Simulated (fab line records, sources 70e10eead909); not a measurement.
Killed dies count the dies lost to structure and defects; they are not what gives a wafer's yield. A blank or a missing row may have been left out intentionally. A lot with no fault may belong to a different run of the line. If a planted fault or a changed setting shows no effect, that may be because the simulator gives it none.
A struck lot beside a sound one :: flow nandHarc :: 14 out of 1302 route steps
Sound: these wafers, L458.1, L458.3, L458.6. Struck: wafer L468.4; the same lot's L468.6 was not struck, so it is left out; see the end for the cause.
For every step that has rows: the tool of each side, followed by ch and its chambers, followed by its first start. Under that, the readings that differ: sound wafers :: struck wafers :: difference of the means :: sigmas: that difference in standard deviations of wafers without a fault.
alike: readings with means less than 2 such deviations apart, plus words and numbers identical on both sides. not compared: withheld readings, readings lacking a value on some wafer, bounds such as >300 that could conceal the same value, and numbers that have no deviation in the record and whose values overlap.
A row with sigmas, a row that says differs or no value, or rows on one side alone: a step with any of these is where the two part. When numbers do not overlap yet have no deviation, they are printed without sigmas and do not part them. Lack of a reading on every wafer of one side parts them only where that side has two or more wafers.

NHARC_A_CHANNEL_FILL_D2_ALD_16: deposits SiO2, target thk 1.5 nm, pulse time 10 s, ald cycles 15.
  sound on aldHk-04 ch 1,2, day 16 03:38; struck on aldHk-02 ch 2, day 20 11:56
  alike: heaterPowerW, precursorPulseHeightRel
then, 2 steps without rows for these wafers: NHARC_A_CHANNEL_FILL_D2_ANNEAL_17 (time 1800 s); NHARC_A_CHANNEL_FILL_D2_CVD_18 (deposits poly-Si, target thk 3 nm).
NHARC_A_CHANNEL_FILL_D2_ETCHBACK_19: etches the open film in HBr/Cl2, target depth 5 nm, time 1.7 s.
  sound on rieSi-02 ch 0,1,2, day 16 15:22; struck on rieSi-02 ch 0, day 21 00:12
  alike: drypumpMotorCurrentA, oesProductAu, throttleValvePct
  not compared: rfHoursCounterH
NHARC_A_CHANNEL_FILL_D2_ETCHBACK_20: etches the open film in C4F8/O2/Ar, target depth 27 nm, time 13.5 s.
  sound on rieDiel-05 ch 1,2, day 16 15:28; struck on rieDiel-13 ch 1, day 21 00:20
reading: rfVppV (V)
sound: 978 969 969
struck: 985
difference: +13
sigmas: +2
  alike: oesProductAu, runLengthS
  not compared: rfHoursCounterH
then, 5 steps without rows for these wafers: NHARC_A_CHANNEL_FILL_D2_STRIP_28 (strips in O2, time 20 s); NHARC_A_CHANNEL_FILL_D2_PRECLEAN_21 (cleans in dHF, time 30 s); NHARC_A_CHANNEL_FILL_D2_SRD_23; NHARC_A_CHANNEL_FILL_D2_CVD_05 (deposits poly-Si, target thk 5 nm); NHARC_A_CHANNEL_FILL_D2_ANNEAL_22 (time 7200 s).
NHARC_A_CHANNEL_FILL_D2_ALD_25: deposits SiOx, target thk 60 nm, pulse time 10 s, ald cycles 600.
  sound on aldHk-01 ch 0,2, day 17 03:40; struck on aldHk-04 ch 1, day 21 15:11
  alike: heaterPowerW, precursorPulseHeightRel
NHARC_A_CHANNEL_FILL_D2_ETCHBACK_08: etches the open film in C4F8, target depth 220 nm, time 110 s.
  sound on rieDiel-13 ch 2,3, day 17 08:41; struck on rieDiel-05 ch 3, day 21 19:32
reading: runLengthS (s)
sound: 131.3 130.6 130.6
struck: 179.1
difference: +48.3
sigmas: +99 or more
  alike: oesProductAu, rfVppV
  not compared: rfHoursCounterH
NHARC_A_CHANNEL_FILL_D2_STRIP_29: strips in O2, time 20 s.
  sound: rieDiel-13 ch 0,1,3; struck: rieDiel-05 ch 0
  alike: drypumpMotorCurrentA, oesProductAu, rfVppV, showerheadPlenumPTorr, throttleValvePct
  not compared: rfHoursCounterH
NHARC_END_SORT_01:
  the record has rows for the sound wafers here (prober-01 ch 0, day 27 05:22) and none for the struck ones

== WHERE THEY PART ==
Last at NHARC_END_SORT_01 as far as this record goes, first at NHARC_A_CHANNEL_FILL_D2_ETCHBACK_20.

WHY: what the simulator had put in
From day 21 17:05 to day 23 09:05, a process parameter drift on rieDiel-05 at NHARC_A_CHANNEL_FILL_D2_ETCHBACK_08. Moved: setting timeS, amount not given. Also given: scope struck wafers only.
